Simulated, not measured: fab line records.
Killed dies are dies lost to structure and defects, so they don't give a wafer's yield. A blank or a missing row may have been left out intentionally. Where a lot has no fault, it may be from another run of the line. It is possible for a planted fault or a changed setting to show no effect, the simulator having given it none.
8D (eight disciplines) problem report, filled in by code	flow nand harc	the parts of the form that need people (team, actions taken, sign-off) are left out

1. PROBLEM STATEMENT
rf fwd power W at NHARC_A_STAIRCASE_ETCH_192 reads a mean of 689.4 W on 1 wafer of 1 lot; wafers without a fault read 593.0 W with a standard deviation of 2.5. Measured from the usual mean, that is +39 standard deviations.
The step: etches the open film in C4F8/O2, target depth 100 nm, time 40.5 s.
The first sign was on wafer L108.5 at day 13 02:47, on rie diel-08. The record holds 36 wafers of 12 lots with a number at this step. By rule, "out" or "out of limits" means more than 4 standard deviations away from the usual mean. The other wafers with a number count as sound.

2. WHAT IT IS AND WHAT IT IS NOT
question	is	is not
which readings at this step	rf fwd power W, oes product au	rf vpp V
which lots	L108	L102, L104, L105, L113, L115, L116, L117, L118, L119, L121, L124
which wafers of those lots	L108.5	L108.1, L108.2
read on which tools	rie diel-08	rie diel-06, rie diel-12
when	from day 13 02:47	up to then (11 sound wafers); but 24 sound wafers of L113, L115, L116, L117, L118, L119, L121, L124 came after

3. SUSPECTS, AND WHAT RULES EACH OUT
Counting: any tool at a process step up to the reading remains a suspect provided it ran every lot that is out. Sound lots after the first of them don't rule it out here, since some wafers of a struck lot are sound.
- rie diel-06 at NHARC_A_STAIRCASE_ETCH_21 (etches the open film in C4F8/O2, target depth 100 nm, time 40.5 s): kept. It ran the lot that is out, L108 (day 13 02:47); its last sound lot up to then is L105 (day 11 22:01). Because NHARC_A_STAIRCASE_ETCH_21 lacks a start for some lots, the hours and order of its lots are taken from NHARC_A_STAIRCASE_ETCH_192.
- rie diel-08 at NHARC_A_STAIRCASE_TRIM_191 (chemistry O2, time 211.2 s): kept. It ran the lot that is out, L108 (day 13 02:47); its last sound lot up to then is L104 (day 11 20:41). Because NHARC_A_STAIRCASE_TRIM_191 lacks a start for some lots, the hours and order of its lots are taken from NHARC_A_STAIRCASE_ETCH_192.
- rie diel-08 at NHARC_A_STAIRCASE_ETCH_192 (etches the open film in C4F8/O2, target depth 100 nm, time 40.5 s): kept. It ran the lot that is out, L108 (day 13 02:47); its last sound lot up to then is L104 (day 11 20:41). Its own oes product au, rf fwd power W readings are out on those wafers.
- At NHARC_A_STAIRCASE_ETCH_21, inside rie diel-06: chamber 3 took the wafers that are out, while their sound lot-mates went through chambers 0, 1.
- At NHARC_A_STAIRCASE_TRIM_191, inside rie diel-08: chamber 0 took the wafers that are out, while their sound lot-mates went through chambers 1, 2.
- At NHARC_A_STAIRCASE_ETCH_192, inside rie diel-08: chamber 3 took the wafers that are out, while their sound lot-mates went through chambers 0, 1.
After the count, these remain: rie diel-06 at NHARC_A_STAIRCASE_ETCH_21, rie diel-08 at NHARC_A_STAIRCASE_TRIM_191 and rie diel-08 at NHARC_A_STAIRCASE_ETCH_192.

4. THE CAUSE (what the simulator had put in)
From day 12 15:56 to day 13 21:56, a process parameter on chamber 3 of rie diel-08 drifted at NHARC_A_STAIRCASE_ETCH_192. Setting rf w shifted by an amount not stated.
After counting, 3 suspects remain, this tool included.

5. THE EFFECT CHAIN, in route order
One row per reading whose mean, taken over the struck wafers that have a number, lies over 3 standard deviations from the usual. Only readings whose record carries a usual standard deviation are examined. hours: median over the lots of the time between each lot's start at the first step of this table that gives one and its start at this step. sigmas: the change, counted in usual standard deviations.
hours	step	reading	usual	on struck wafers	change	sigmas
0	NHARC_A_STAIRCASE_ETCH_192	oes product au	0.937 a.u.	1.045	+0.108	+7.2
0	NHARC_A_STAIRCASE_ETCH_192	rf fwd power W	593.0 W	689.4	+96.4	+39
It contains these process steps:
- NHARC_A_STAIRCASE_ETCH_192: etches the open film in C4F8/O2, target depth 100 nm, time 40.5 s.

6. WHAT WOULD HAVE CAUGHT IT SOONER
In this record the first reading out of limits was taken at day 13 02:47, 11 hours after the fault began at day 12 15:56.
